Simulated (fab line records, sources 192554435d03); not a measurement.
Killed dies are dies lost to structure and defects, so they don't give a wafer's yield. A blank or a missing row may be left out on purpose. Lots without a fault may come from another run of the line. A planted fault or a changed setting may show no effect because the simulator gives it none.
Chamber matching | flow n5_finfet | N5_HKMG_FIN_CVD_62 on thermal_cvd_si-02: 3 sister chambers
The step deposits a-Si from Si2H6, target thk 3 nm, time 20.8 s. 6 wafers are shown with their chamber, then 12 later ones without.

WAFERS WITH THEIR CHAMBER
wafer  | chamber | heater_power_w (W)
L086.6 | 2       | 1649
L089.2 | 2       | 1726
L089.3 | 0       | 1280
L093.1 | 1       | 1328
L093.5 | 0       | 1247
L093.6 | 1       | 1352

WAFERS WITHOUT THEIR CHAMBER
wafer  | heater_power_w (W)
L094.2 | 1293
L094.3 | 1321
L094.6 | 1282
L095.2 | 1351
L095.3 | 1288
L095.4 | 1343
L092.4 | 1689
L092.5 | 1297
L092.6 | 1338
L097.1 | 1314
L097.2 | 1254
L097.3 | 1679

WHICH CHAMBER EACH WENT THROUGH
wafer  | from the rows above     | in truth
L094.2 | can't be placed: 0 or 1 | 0
L094.3 | can't be placed: 1 or 0 | 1
L094.6 | can't be placed: 0 or 1 | 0
L095.2 | 1                       | 1
L095.3 | can't be placed: 0 or 1 | 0
L095.4 | 1                       | 1
L092.4 | 2                       | 2
L092.5 | can't be placed: 0 or 1 | 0
L092.6 | 1                       | 1
L097.1 | can't be placed: 1 or 0 | 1
L097.2 | 0                       | 0
L097.3 | 2                       | 2
Placed correctly: 6 of 12. Can't be placed from these rows: 6 (the true chamber is among the candidates in 6). Placed wrongly: 0.
How it was worked out, from the rows above alone: a wafer's distance from a chamber is the root of the sum, over the readings, of the square of ((its reading less the chamber's mean) divided by the reading's scatter). The wafer belongs to the nearest chamber; if the next one is less than 2 further off, it can't be placed. A chamber's mean is the mean of its shown wafers. The scatter: the root of (the sum of the squares of (reading less its chamber's mean) over the shown wafers, divided by (wafers less chambers)).
